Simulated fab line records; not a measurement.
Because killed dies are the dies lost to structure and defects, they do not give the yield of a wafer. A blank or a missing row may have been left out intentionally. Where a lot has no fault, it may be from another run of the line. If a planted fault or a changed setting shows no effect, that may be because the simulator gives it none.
A lot that was struck, set against a sound lot | flow nand-harc | 15 steps out of a route of 1302
Sound: the wafers L908.1, L908.4, L908.6. Struck: wafer L914.1. (L914.3 of the same lot was not struck and is left out.) The cause comes at the end.
Per side, at each step with rows, come the tool, then ch with its chambers, and then its first start. Under that, the readings that differ: sound wafers | struck wafers | difference of the means | sigmas: that difference in standard deviations of wafers without a fault.
alike: readings with means less than 2 such deviations apart, plus words and numbers identical on both sides. not compared: withheld readings, readings lacking a value on some wafer, bounds such as >300 that could conceal the same value, and numbers that have no deviation in the record and whose values overlap.
Wherever a step has rows on one side only, a row that says differs or no value, or a row with sigmas, the two part there. Numbers that have no deviation but don't overlap get no sigmas and don't part them. A reading that every wafer of one side lacks parts them only if that side has two wafers or more.

first, 3 steps without rows for these wafers: NHARC_A_CHANNEL_HOLE_D1_STRIP_41 (strips in N2/H2); NHARC_A_CHANNEL_HOLE_D1_STRIP_42 (strips in CF4/CHF3); NHARC_A_CHANNEL_HOLE_D1_STRIP_43 (strips in O2/COS).
NHARC_A_CHANNEL_HOLE_D1_ETCH_44: etches the open film in CF4/O2, target depth 140 nm, overetch 14 nm, time 77 s.
  sound on rie-diel-12 ch 1,2,3, day 8 20:25; struck on rie-diel-12 ch 1, day 13 13:37
  reading                | sound                | struck | difference | sigmas
  throttle-valve-pct (%) | 13.405 13.392 13.390 | 13.379 | -0.017     | -2
  alike: drypump-motor-current-A, oes-product-au, rf-vpp-V, showerhead-plenum-p-Torr
  not compared: rf-hours-counter-h
NHARC_A_CHANNEL_HOLE_D1_STRIP_27: strips in O2.
  sound on rie-diel-12 ch 1,3; struck on rie-diel-12 ch 3
  reading                | sound                | struck | difference | sigmas
  oes-product-au (a.u.)  | 0.998 1.010 1.000    | 0.979  | -0.024     | -3
  throttle-valve-pct (%) | 17.034 17.048 17.049 | 17.016 | -0.028     | -3
  alike: drypump-motor-current-A, rf-vpp-V, showerhead-plenum-p-Torr
  not compared: rf-hours-counter-h
then, 2 steps without rows for these wafers: NHARC_A_CHANNEL_HOLE_D1_PRECLEAN_28 (cleans in SC1); NHARC_A_CHANNEL_HOLE_D1_SRD_29.
NHARC_A_CHANNEL_HOLE_D1_CD_MEAS_30:
  sound on cd-sem-03, day 8 21:20; struck on cd-sem-01, day 13 14:25
  alike: cd-nm
NHARC_A_CHANNEL_HOLE_D1_XSEM_31:
  sound on xsem-02 ch 0, day 8 21:25; struck on xsem-02 ch 0, day 13 14:30
  alike: bot-cd-nm, bow-nm, tilt-deg
NHARC_A_CHANNEL_HOLE_D1_INSPECT_40:
  sound on defect-inspect-02, day 8 21:31; struck on defect-inspect-02, day 13 14:36
  reading          | sound    | struck | difference | sigmas
  raw-defect-count | 36 28 44 | 95     | +59        | +2
then, 2 steps without rows for these wafers: NHARC_A_CHANNEL_FILL_D1_PRECLEAN_00 (cleans in SC1); NHARC_A_CHANNEL_FILL_D1_SRD_01.
NHARC_A_CHANNEL_FILL_D1_ALD_02: deposits SiO2, target thk 6 nm, pulse time 10 s, ald cycles 60.
  sound on ald-hk-02 ch 0,1, day 8 21:43; struck on ald-hk-03 ch 3, day 13 14:47
  reading            | sound       | struck | difference | sigmas
  ald-cycles         | 60 60 60    | 47     | -13        |
  heater-power-w (W) | 394 500 487 | 589    | +129       | +2
  alike: precursor-pulse-height-rel
NHARC_A_CHANNEL_FILL_D1_ALD_03: deposits SiNx, target thk 6 nm, pulse time 60 s, ald cycles 58.
  sound on ald-sin-batch-03 ch 0; struck on ald-sin-batch-03 ch 0
  alike: precursor-pulse-height-rel
  not compared: ald-cycles
after that, 1 step had no rows for these wafers: NHARC_END_SORT_01.

## WHERE THEY PART
At NHARC_A_CHANNEL_HOLE_D1_ETCH_44 first; at NHARC_A_CHANNEL_FILL_D1_ALD_02 last (within this record only). Later steps at which nothing parts them and some readings are alike: NHARC_A_CHANNEL_FILL_D1_ALD_03.

WHY: what had been put in by the simulator
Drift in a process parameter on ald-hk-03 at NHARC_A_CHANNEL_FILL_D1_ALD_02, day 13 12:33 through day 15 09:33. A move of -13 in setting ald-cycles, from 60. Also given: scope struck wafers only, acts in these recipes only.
